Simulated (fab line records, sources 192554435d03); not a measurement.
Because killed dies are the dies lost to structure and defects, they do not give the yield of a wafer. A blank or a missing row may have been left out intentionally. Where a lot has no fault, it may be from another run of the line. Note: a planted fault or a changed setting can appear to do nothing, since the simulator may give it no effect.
Chamber matching | flow n5Finfet | 4 sister chambers for N5_BEOL_M9_DESCUM_33 on rieDiel-04
The step chemistry O2, time 7 s. 4 wafers are shown with their chamber, then 9 later ones without.

## WAFERS, EACH WITH ITS CHAMBER
wafer  | chamber | drypumpMotorCurrentA (A)
L085.6 | 1       | 4.9
L086.1 | 2       | 6.0
L086.3 | 3       | 6.1
L086.4 | 0       | 5.4

## WAFERS MISSING THEIR CHAMBER
wafer  | drypumpMotorCurrentA (A)
L091.1 | 5.0
L091.3 | 5.4
L091.5 | 5.4
L093.3 | 4.9
L093.5 | 6.1
L093.6 | 6.0
L096.1 | 6.0
L096.5 | 6.0
L096.6 | 6.1

## WHICH CHAMBER EACH ONE RAN IN
wafer  | from the rows above | in truth
L091.1 | 1                   | 1
L091.3 | 0                   | 0
L091.5 | 0                   | 0
L093.3 | 1                   | 1
L093.5 | 3                   | 3
L093.6 | 2                   | 2
L096.1 | 2                   | 2
L096.5 | 2                   | 2
L096.6 | 3                   | 3
Placed correctly: 9 of 9. Not placeable from these rows: 0. Number placed wrongly: 0.
How it was worked out, from the rows above alone: a wafer's distance from a chamber is the root of the sum, over the readings, of the square of ((its reading less the chamber's mean) divided by the reading's scatter). The wafer belongs to the nearest chamber; if the next one is less than 2 further off, it can't be placed. A chamber's mean is the mean of its shown wafers. The scatter: with one shown wafer a chamber, the root of the mean of the squares of how far each hidden wafer lies from its nearest shown one.
